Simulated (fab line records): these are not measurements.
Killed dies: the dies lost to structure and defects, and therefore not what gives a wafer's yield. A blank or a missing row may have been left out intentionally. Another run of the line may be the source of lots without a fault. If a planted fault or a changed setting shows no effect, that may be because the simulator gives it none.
Which tool did it? :: flow n5-finfet :: 72 wafers from 24 lots sampled at 5 of the route's 1938 steps

== WHAT EACH GAUGE READ, for each wafer ==
N5_HKMG_FIN_CD_MEAS_49: the cd target is 202 nm.
lot: L074
measured: day 4 01:04
on: cd-sem-01
cd-nm (nm): 200.8 203.3 201.7

lot: L075
measured: day 4 11:36
on: cd-sem-01
cd-nm (nm): 201.0 201.9 201.1

lot: L076
measured: day 4 11:40
on: cd-sem-02
cd-nm (nm): 202.1 202.2 201.7

lot: L077
measured: day 4 19:22
on: cd-sem-03
cd-nm (nm): 200.8 201.7 202.1

lot: L078
measured: day 5 01:11
on: cd-sem-01
cd-nm (nm): 201.7 201.2 201.9

lot: L079
measured: day 5 08:38
on: cd-sem-02
cd-nm (nm): 202.6 201.6 201.4

lot: L080
measured: day 5 12:23
on: cd-sem-02
cd-nm (nm): 201.5 201.5 201.9

lot: L081
measured: day 5 19:15
on: cd-sem-01
cd-nm (nm): 201.8 201.2 201.6

lot: L082
measured: day 6 01:53
on: cd-sem-01
cd-nm (nm): 203.4 203.5 202.5

lot: L083
measured: day 6 06:44
on: cd-sem-03
cd-nm (nm): 202.6 202.1 201.2

lot: L084
measured: day 6 13:31
on: cd-sem-02
cd-nm (nm): 201.4 200.1 201.9

lot: L085
measured: day 6 20:43
on: cd-sem-02
cd-nm (nm): 200.9 201.3 201.0

lot: L086
measured: day 7 00:22
on: cd-sem-01
cd-nm (nm): 201.7 201.5 201.7

lot: L087
measured: day 7 07:53
on: cd-sem-01
cd-nm (nm): 203.1 203.3 203.2

lot: L088
measured: day 7 13:03
on: cd-sem-03
cd-nm (nm): 201.6 201.7 202.2

lot: L089
measured: day 7 21:10
on: cd-sem-03
cd-nm (nm): 200.2 200.6 201.7

lot: L090
measured: day 8 00:07
on: cd-sem-01
cd-nm (nm): 202.2 202.6 202.3

lot: L091
measured: day 8 04:58
on: cd-sem-03
cd-nm (nm): 200.2 201.2 202.1

lot: L092
measured: day 8 13:07
on: cd-sem-03
cd-nm (nm): 202.0 201.9 201.7

lot: L093
measured: day 8 16:04
on: cd-sem-01
cd-nm (nm): 202.7 202.2 202.5

lot: L094
measured: day 9 04:12
on: cd-sem-03
cd-nm (nm): 201.0 201.3 202.2

lot: L095
measured: day 9 05:43
on: cd-sem-01
cd-nm (nm): 203.0 203.0 202.3

lot: L096
measured: day 9 13:10
on: cd-sem-01
cd-nm (nm): 203.0 202.7 202.4

lot: L097
measured: day 9 16:58
on: cd-sem-02
cd-nm (nm): 202.3 200.5 200.9

N5_GATE_CUT_INSPECT_26: inspects for defects (darkfield).
lot: L074
measured: day 4 16:32
on: defect-inspect-02
raw-defect-count: 25 27 26

lot: L075
measured: day 5 04:42
on: defect-inspect-02
raw-defect-count: 36 38 43

lot: L076
measured: day 5 04:47
on: defect-inspect-02
raw-defect-count: 23 29 36

lot: L077
measured: day 5 11:37
on: defect-inspect-01
raw-defect-count: 32 42 26

lot: L078
measured: day 5 17:24
on: defect-inspect-01
raw-defect-count: 42 32 42

lot: L079
measured: day 6 00:53
on: defect-inspect-02
raw-defect-count: 56 38 34

lot: L080
measured: day 6 04:55
on: defect-inspect-01
raw-defect-count: 26 35 42

lot: L081
measured: day 6 11:55
on: defect-inspect-01
raw-defect-count: 45 37 38

lot: L082
measured: day 6 16:47
on: defect-inspect-01
raw-defect-count: 25 21 12

lot: L083
measured: day 6 22:23
on: defect-inspect-02
raw-defect-count: 15 34 40

lot: L084
measured: day 7 05:54
on: defect-inspect-01
raw-defect-count: 23 34 36

lot: L085
measured: day 7 12:49
on: defect-inspect-02
raw-defect-count: 58 21 39

lot: L086
measured: day 7 16:19
on: defect-inspect-02
raw-defect-count: 43 25 40

lot: L087
measured: day 7 23:25
on: defect-inspect-02
raw-defect-count: 32 38 40

lot: L088
measured: day 8 04:53
on: defect-inspect-01
raw-defect-count: 12 29 43

lot: L089
measured: day 8 12:58
on: defect-inspect-02
raw-defect-count: 36 28 46

lot: L090
measured: day 8 15:34
on: defect-inspect-01
raw-defect-count: 56 61 45

lot: L091
measured: day 8 21:19
on: defect-inspect-01
raw-defect-count: 39 38 41

lot: L092
measured: day 9 04:50
on: defect-inspect-02
raw-defect-count: 18 23 21

lot: L093
measured: day 9 07:42
on: defect-inspect-02
raw-defect-count: 22 40 13

lot: L094
measured: day 9 20:03
on: defect-inspect-01
raw-defect-count: 53 26 33

lot: L095
measured: day 9 21:05
on: defect-inspect-02
raw-defect-count: 48 70 34

lot: L096
measured: day 10 05:26
on: defect-inspect-02
raw-defect-count: 34 43 18

lot: L097
measured: day 10 09:26
on: defect-inspect-01
raw-defect-count: 53 29 47

== WHAT TOOL EACH LOT RAN ON (gives the tool, then ch and the chambers of the sampled wafers, and finally the start) ==
lot: L074
N5_HKMG_FIN_ETCH_58: rie-diel-03 ch 1,2, day 4 01:28
N5_HKMG_FIN_STRIP_60: plasma-asher-02 ch 0,1, day 4 02:02
N5_HKMG_FIN_STRIP_88: plasma-asher-01 ch 0,1, day 4 06:13

lot: L075
N5_HKMG_FIN_ETCH_58: rie-diel-03 ch 0,2, day 4 11:59
N5_HKMG_FIN_STRIP_60: plasma-asher-02 ch 0,1, day 4 12:34
N5_HKMG_FIN_STRIP_88: plasma-asher-01 ch 0,1, day 4 16:40

lot: L076
N5_HKMG_FIN_ETCH_58: rie-diel-06 ch 0,2,3, day 4 12:03
N5_HKMG_FIN_STRIP_60: plasma-asher-01 ch 0,1, day 4 12:37
N5_HKMG_FIN_STRIP_88: plasma-asher-01 ch 0,1, day 4 17:01

lot: L077
N5_HKMG_FIN_ETCH_58: rie-diel-03 ch 1,2, day 4 19:46
N5_HKMG_FIN_STRIP_60: plasma-asher-02 ch 0,1, day 4 20:20
N5_HKMG_FIN_STRIP_88: plasma-asher-02 ch 0,1, day 5 00:29

lot: L078
N5_HKMG_FIN_ETCH_58: rie-diel-05 ch 0,2,3, day 5 01:47
N5_HKMG_FIN_STRIP_60: plasma-asher-01 ch 0,1, day 5 02:23
N5_HKMG_FIN_STRIP_88: plasma-asher-02 ch 0,1, day 5 06:54

lot: L079
N5_HKMG_FIN_ETCH_58: rie-diel-03 ch 0,1,2, day 5 09:01
N5_HKMG_FIN_STRIP_60: plasma-asher-02 ch 0,1, day 5 09:36
N5_HKMG_FIN_STRIP_88: plasma-asher-01 ch 0,1, day 5 13:44

lot: L080
N5_HKMG_FIN_ETCH_58: rie-diel-06 ch 0,2, day 5 12:47
N5_HKMG_FIN_STRIP_60: plasma-asher-01 ch 0, day 5 13:22
N5_HKMG_FIN_STRIP_88: plasma-asher-02 ch 0,1, day 5 17:37

lot: L081
N5_HKMG_FIN_ETCH_58: rie-diel-06 ch 1,2,3, day 5 20:16
N5_HKMG_FIN_STRIP_60: plasma-asher-02 ch 0,1, day 5 20:58
N5_HKMG_FIN_STRIP_88: plasma-asher-02 ch 0,1, day 6 01:31

lot: L082
N5_HKMG_FIN_ETCH_58: rie-diel-03 ch 0,2,3, day 6 02:17
N5_HKMG_FIN_STRIP_60: plasma-asher-01 ch 0,1, day 6 02:51
N5_HKMG_FIN_STRIP_88: plasma-asher-01 ch 0,1, day 6 06:47

lot: L083
N5_HKMG_FIN_ETCH_58: rie-diel-05 ch 0,2,3, day 6 07:07
N5_HKMG_FIN_STRIP_60: plasma-asher-01 ch 0,1, day 6 07:42
N5_HKMG_FIN_STRIP_88: plasma-asher-01 ch 0,1, day 6 11:46

lot: L084
N5_HKMG_FIN_ETCH_58: rie-diel-03 ch 0,2,3, day 6 14:42
N5_HKMG_FIN_STRIP_60: plasma-asher-02 ch 0,1, day 6 15:16
N5_HKMG_FIN_STRIP_88: plasma-asher-01 ch 0,1, day 6 19:21

lot: L085
N5_HKMG_FIN_ETCH_58: rie-diel-06 ch 0,2,3, day 6 21:07
N5_HKMG_FIN_STRIP_60: plasma-asher-02 ch 0,1, day 6 21:41
N5_HKMG_FIN_STRIP_88: plasma-asher-02 ch 0,1, day 7 01:55

lot: L086
N5_HKMG_FIN_ETCH_58: rie-diel-06 ch 1,2,3, day 7 00:46
N5_HKMG_FIN_STRIP_60: plasma-asher-02 ch 0,1, day 7 01:20
N5_HKMG_FIN_STRIP_88: plasma-asher-01 ch 0,1, day 7 05:40

lot: L087
N5_HKMG_FIN_ETCH_58: rie-diel-05 ch 2,3, day 7 08:18
N5_HKMG_FIN_STRIP_60: plasma-asher-02 ch 0,1, day 7 08:52
N5_HKMG_FIN_STRIP_88: plasma-asher-02 ch 0,1, day 7 13:08

lot: L088
N5_HKMG_FIN_ETCH_58: rie-diel-03 ch 0,2,3, day 7 13:26
N5_HKMG_FIN_STRIP_60: plasma-asher-02 ch 0,1, day 7 14:01
N5_HKMG_FIN_STRIP_88: plasma-asher-01 ch 0,1, day 7 18:19

lot: L089
N5_HKMG_FIN_ETCH_58: rie-diel-05 ch 2,3, day 7 21:33
N5_HKMG_FIN_STRIP_60: plasma-asher-01 ch 0,1, day 7 22:08
N5_HKMG_FIN_STRIP_88: plasma-asher-01 ch 0,1, day 8 02:33

lot: L090
N5_HKMG_FIN_ETCH_58: rie-diel-05 ch 0,1,3, day 8 00:35
N5_HKMG_FIN_STRIP_60: plasma-asher-01 ch 0,1, day 8 01:10
N5_HKMG_FIN_STRIP_88: plasma-asher-02 ch 0,1, day 8 05:28

lot: L091
N5_HKMG_FIN_ETCH_58: rie-diel-03 ch 2,3, day 8 05:22
N5_HKMG_FIN_STRIP_60: plasma-asher-01 ch 0,1, day 8 05:56
N5_HKMG_FIN_STRIP_88: plasma-asher-01 ch 0,1, day 8 10:10

lot: L092
N5_HKMG_FIN_ETCH_58: rie-diel-03 ch 0,1,2, day 8 13:30
N5_HKMG_FIN_STRIP_60: plasma-asher-01 ch 0,1, day 8 14:05
N5_HKMG_FIN_STRIP_88: plasma-asher-01 ch 0,1, day 8 18:11

lot: L093
N5_HKMG_FIN_ETCH_58: rie-diel-03 ch 0,1,2, day 8 16:39
N5_HKMG_FIN_STRIP_60: plasma-asher-02 ch 0,1, day 8 17:13
N5_HKMG_FIN_STRIP_88: plasma-asher-01 ch 0,1, day 8 21:34

lot: L094
N5_HKMG_FIN_ETCH_58: rie-diel-06 ch 0,1,3, day 9 04:35
N5_HKMG_FIN_STRIP_60: plasma-asher-01 ch 0,1, day 9 05:17
N5_HKMG_FIN_STRIP_88: plasma-asher-01 ch 0,1, day 9 09:40

lot: L095
N5_HKMG_FIN_ETCH_58: rie-diel-05 ch 2,3, day 9 06:08
N5_HKMG_FIN_STRIP_60: plasma-asher-01 ch 0,1, day 9 06:42
N5_HKMG_FIN_STRIP_88: plasma-asher-01 ch 0,1, day 9 10:57

lot: L096
N5_HKMG_FIN_ETCH_58: rie-diel-06 ch 0,3, day 9 13:34
N5_HKMG_FIN_STRIP_60: plasma-asher-01 ch 0,1, day 9 14:08
N5_HKMG_FIN_STRIP_88: plasma-asher-02 ch 0,1, day 9 18:14

lot: L097
N5_HKMG_FIN_ETCH_58: rie-diel-03 ch 1,2,3, day 9 17:28
N5_HKMG_FIN_STRIP_60: plasma-asher-01 ch 0,1, day 9 18:03
N5_HKMG_FIN_STRIP_88: plasma-asher-02 ch 0,1, day 9 22:19
- N5_HKMG_FIN_ETCH_58: etches SOC in N2/H2, target depth 215.8 nm, time 741 s.
- N5_HKMG_FIN_STRIP_60: strips in N2/H2, time 360 s.
- N5_HKMG_FIN_STRIP_88: strips in N2/H2, time 360 s.

== WHAT THE TOOLS THEMSELVES READ (means of the sampled wafers that have a number; where no wafer has one, the mark that the record gives instead) ==
N5_HKMG_FIN_ETCH_58.
lot: L074
tool: rie-diel-03
drypump-motor-current-A (A): 5.6
oes-product-au (a.u.): 0.72
rf-vpp-V (V): 98.0
showerhead-plenum-p-Torr (Torr): 2.57
throttle-valve-pct (%): 18.09

lot: L075
tool: rie-diel-03
drypump-motor-current-A (A): 6.2
oes-product-au (a.u.): 0.81
rf-vpp-V (V): 98.6
showerhead-plenum-p-Torr (Torr): 2.46
throttle-valve-pct (%): 17.79

lot: L076
tool: rie-diel-06
drypump-motor-current-A (A): 5.7
oes-product-au (a.u.): 0.71
rf-vpp-V (V): 99.3
showerhead-plenum-p-Torr (Torr): 2.49
throttle-valve-pct (%): 17.79

lot: L077
tool: rie-diel-03
drypump-motor-current-A (A): 5.9
oes-product-au (a.u.): 0.75
rf-vpp-V (V): 98.4
showerhead-plenum-p-Torr (Torr): 2.51
throttle-valve-pct (%): 18.01

lot: L078
tool: rie-diel-05
drypump-motor-current-A (A): 5.5
oes-product-au (a.u.): 0.73
rf-vpp-V (V): 98.5
showerhead-plenum-p-Torr (Torr): 2.56
throttle-valve-pct (%): 17.78

lot: L079
tool: rie-diel-03
drypump-motor-current-A (A): 5.9
oes-product-au (a.u.): 0.77
rf-vpp-V (V): 99.1
showerhead-plenum-p-Torr (Torr): 2.51
throttle-valve-pct (%): 17.91

lot: L080
tool: rie-diel-06
drypump-motor-current-A (A): 5.4
oes-product-au (a.u.): 0.69
rf-vpp-V (V): 98.7
showerhead-plenum-p-Torr (Torr): 2.48
throttle-valve-pct (%): 17.86

lot: L081
tool: rie-diel-06
drypump-motor-current-A (A): 5.8
oes-product-au (a.u.): 0.74
rf-vpp-V (V): 99.0
showerhead-plenum-p-Torr (Torr): 2.46
throttle-valve-pct (%): 17.61

lot: L082
tool: rie-diel-03
drypump-motor-current-A (A): 6.0
oes-product-au (a.u.): 0.85
rf-vpp-V (V): 99.5
showerhead-plenum-p-Torr (Torr): 2.47
throttle-valve-pct (%): 17.72

lot: L083
tool: rie-diel-05
drypump-motor-current-A (A): 5.5
oes-product-au (a.u.): 0.73
rf-vpp-V (V): 98.7
showerhead-plenum-p-Torr (Torr): 2.55
throttle-valve-pct (%): 17.80

lot: L084
tool: rie-diel-03
drypump-motor-current-A (A): 6.0
oes-product-au (a.u.): 0.84
rf-vpp-V (V): 98.7
showerhead-plenum-p-Torr (Torr): 2.47
throttle-valve-pct (%): 17.74

lot: L085
tool: rie-diel-06
drypump-motor-current-A (A): 5.7
oes-product-au (a.u.): 0.70
rf-vpp-V (V): 99.8
showerhead-plenum-p-Torr (Torr): 2.48
throttle-valve-pct (%): 17.83

lot: L086
tool: rie-diel-06
drypump-motor-current-A (A): 5.8
oes-product-au (a.u.): 0.73
rf-vpp-V (V): 98.7
showerhead-plenum-p-Torr (Torr): 2.45
throttle-valve-pct (%): 17.63

lot: L087
tool: rie-diel-05
drypump-motor-current-A (A): 5.5
oes-product-au (a.u.): 0.82
rf-vpp-V (V): 99.4
showerhead-plenum-p-Torr (Torr): 2.58
throttle-valve-pct (%): 17.57

lot: L088
tool: rie-diel-03
drypump-motor-current-A (A): 6.0
oes-product-au (a.u.): 0.83
rf-vpp-V (V): 99.1
showerhead-plenum-p-Torr (Torr): 2.46
throttle-valve-pct (%): 17.75

lot: L089
tool: rie-diel-05
drypump-motor-current-A (A): 5.5
oes-product-au (a.u.): 0.82
rf-vpp-V (V): 99.3
showerhead-plenum-p-Torr (Torr): 2.58
throttle-valve-pct (%): 17.57

lot: L090
tool: rie-diel-05
drypump-motor-current-A (A): 5.4
oes-product-au (a.u.): 0.81
rf-vpp-V (V): 99.6
showerhead-plenum-p-Torr (Torr): 2.51
throttle-valve-pct (%): 17.82

lot: L091
tool: rie-diel-03
drypump-motor-current-A (A): 5.8
oes-product-au (a.u.): 0.84
rf-vpp-V (V): 98.8
showerhead-plenum-p-Torr (Torr): 2.47
throttle-valve-pct (%): 17.77

lot: L092
tool: rie-diel-03
drypump-motor-current-A (A): 5.9
oes-product-au (a.u.): 0.85
rf-vpp-V (V): 99.1
showerhead-plenum-p-Torr (Torr): 2.50
throttle-valve-pct (%): 17.82

lot: L093
tool: rie-diel-03
drypump-motor-current-A (A): 5.9
oes-product-au (a.u.): 0.85
rf-vpp-V (V): 98.5
showerhead-plenum-p-Torr (Torr): 2.50
throttle-valve-pct (%): 17.82

lot: L094
tool: rie-diel-06
drypump-motor-current-A (A): 5.6
oes-product-au (a.u.): 0.71
rf-vpp-V (V): 99.3
showerhead-plenum-p-Torr (Torr): 2.52
throttle-valve-pct (%): 17.70

lot: L095
tool: rie-diel-05
drypump-motor-current-A (A): 5.3
oes-product-au (a.u.): 0.86
rf-vpp-V (V): 99.1
showerhead-plenum-p-Torr (Torr): 2.53
throttle-valve-pct (%): 17.71

lot: L096
tool: rie-diel-06
drypump-motor-current-A (A): 6.0
oes-product-au (a.u.): 0.70
rf-vpp-V (V): 99.0
showerhead-plenum-p-Torr (Torr): 2.47
throttle-valve-pct (%): 17.83

lot: L097
tool: rie-diel-03
drypump-motor-current-A (A): 5.7
oes-product-au (a.u.): 0.85
rf-vpp-V (V): 100.0
showerhead-plenum-p-Torr (Torr): 2.51
throttle-valve-pct (%): 17.82

N5_HKMG_FIN_STRIP_60.
lot: L074
tool: plasma-asher-02
drypump-motor-current-A (A): 5.46
heater-power-w (W): 483

lot: L075
tool: plasma-asher-02
drypump-motor-current-A (A): 5.37
heater-power-w (W): 450

lot: L076
tool: plasma-asher-01
drypump-motor-current-A (A): 5.31
heater-power-w (W): 483

lot: L077
tool: plasma-asher-02
drypump-motor-current-A (A): 5.39
heater-power-w (W): 445

lot: L078
tool: plasma-asher-01
drypump-motor-current-A (A): 5.46
heater-power-w (W): 494

lot: L079
tool: plasma-asher-02
drypump-motor-current-A (A): 5.45
heater-power-w (W): 486

lot: L080
tool: plasma-asher-01
drypump-motor-current-A (A): 5.15
heater-power-w (W): 457

lot: L081
tool: plasma-asher-02
drypump-motor-current-A (A): 5.38
heater-power-w (W): 446

lot: L082
tool: plasma-asher-01
drypump-motor-current-A (A): 5.44
heater-power-w (W): 496

lot: L083
tool: plasma-asher-01
drypump-motor-current-A (A): 5.44
heater-power-w (W): 493

lot: L084
tool: plasma-asher-02
drypump-motor-current-A (A): 5.38
heater-power-w (W): 456

lot: L085
tool: plasma-asher-02
drypump-motor-current-A (A): 5.37
heater-power-w (W): 452

lot: L086
tool: plasma-asher-02
drypump-motor-current-A (A): 5.44
heater-power-w (W): 486

lot: L087
tool: plasma-asher-02
drypump-motor-current-A (A): 5.37
heater-power-w (W): 453

lot: L088
tool: plasma-asher-02
drypump-motor-current-A (A): 5.46
heater-power-w (W): 489

lot: L089
tool: plasma-asher-01
drypump-motor-current-A (A): 5.44
heater-power-w (W): 509

lot: L090
tool: plasma-asher-01
drypump-motor-current-A (A): 5.46
heater-power-w (W): 503

lot: L091
tool: plasma-asher-01
drypump-motor-current-A (A): 5.32
heater-power-w (W): 484

lot: L092
tool: plasma-asher-01
drypump-motor-current-A (A): 5.32
heater-power-w (W): 477

lot: L093
tool: plasma-asher-02
drypump-motor-current-A (A): 5.35
heater-power-w (W): 447

lot: L094
tool: plasma-asher-01
drypump-motor-current-A (A): 5.31
heater-power-w (W): 482

lot: L095
tool: plasma-asher-01
drypump-motor-current-A (A): 5.31
heater-power-w (W): 481

lot: L096
tool: plasma-asher-01
drypump-motor-current-A (A): 5.45
heater-power-w (W): 502

lot: L097
tool: plasma-asher-01
drypump-motor-current-A (A): 5.31
heater-power-w (W): 478

N5_HKMG_FIN_STRIP_88.
lot: L074
tool: plasma-asher-01
drypump-motor-current-A (A): 5.32
heater-power-w (W): 478

lot: L075
tool: plasma-asher-01
drypump-motor-current-A (A): 5.44
heater-power-w (W): 498

lot: L076
tool: plasma-asher-01
drypump-motor-current-A (A): 5.45
heater-power-w (W): 505

lot: L077
tool: plasma-asher-02
drypump-motor-current-A (A): 5.45
heater-power-w (W): 493

lot: L078
tool: plasma-asher-02
drypump-motor-current-A (A): 5.45
heater-power-w (W): 479

lot: L079
tool: plasma-asher-01
drypump-motor-current-A (A): 5.45
heater-power-w (W): 493

lot: L080
tool: plasma-asher-02
drypump-motor-current-A (A): 5.46
heater-power-w (W): 486

lot: L081
tool: plasma-asher-02
drypump-motor-current-A (A): 5.44
heater-power-w (W): 489

lot: L082
tool: plasma-asher-01
drypump-motor-current-A (A): 5.29
heater-power-w (W): 473

lot: L083
tool: plasma-asher-01
drypump-motor-current-A (A): 5.45
heater-power-w (W): 502

lot: L084
tool: plasma-asher-01
drypump-motor-current-A (A): 5.30
heater-power-w (W): 470

lot: L085
tool: plasma-asher-02
drypump-motor-current-A (A): 5.40
heater-power-w (W): 453

lot: L086
tool: plasma-asher-01
drypump-motor-current-A (A): 5.31
heater-power-w (W): 474

lot: L087
tool: plasma-asher-02
drypump-motor-current-A (A): 5.39
heater-power-w (W): 453

lot: L088
tool: plasma-asher-01
drypump-motor-current-A (A): 5.46
heater-power-w (W): 507

lot: L089
tool: plasma-asher-01
drypump-motor-current-A (A): 5.32
heater-power-w (W): 476

lot: L090
tool: plasma-asher-02
drypump-motor-current-A (A): 5.38
heater-power-w (W): 442

lot: L091
tool: plasma-asher-01
drypump-motor-current-A (A): 5.45
heater-power-w (W): 501

lot: L092
tool: plasma-asher-01
drypump-motor-current-A (A): 5.44
heater-power-w (W): 498

lot: L093
tool: plasma-asher-01
drypump-motor-current-A (A): 5.44
heater-power-w (W): 496

lot: L094
tool: plasma-asher-01
drypump-motor-current-A (A): 5.31
heater-power-w (W): 478

lot: L095
tool: plasma-asher-01
drypump-motor-current-A (A): 5.30
heater-power-w (W): 471

lot: L096
tool: plasma-asher-02
drypump-motor-current-A (A): 5.37
heater-power-w (W): 448

lot: L097
tool: plasma-asher-02
drypump-motor-current-A (A): 5.45
heater-power-w (W): 496

== THE ANSWER, worked out from the rows above alone ==
Rule: what is usual is taken from the lots themselves. The widest of any qualifying gaps counts: lots, ordered by their means at a reading, are off when they make up no more than a third of the lots, leave a main group of 4 or more, and stand apart from it by 3 or more times the standard deviation of that group's means. Not used: any main group whose means are identical at the precision the tables above print for the reading. A lot without any number at a reading at which 4 lots or more have one is off too. All remaining lots with rows at the step are treated as sound. After the gauges, taken in route order, come the tools' own readings; for these a lot's mean is taken, as printed above. The first step at which some lot is off is used, and at that step the reading that is off furthest; a lot without a number counts as furthest.
Nothing can be told from this: no lot is off at any reading shown.

== WHAT THE SIMULATOR HAD INSERTED ==
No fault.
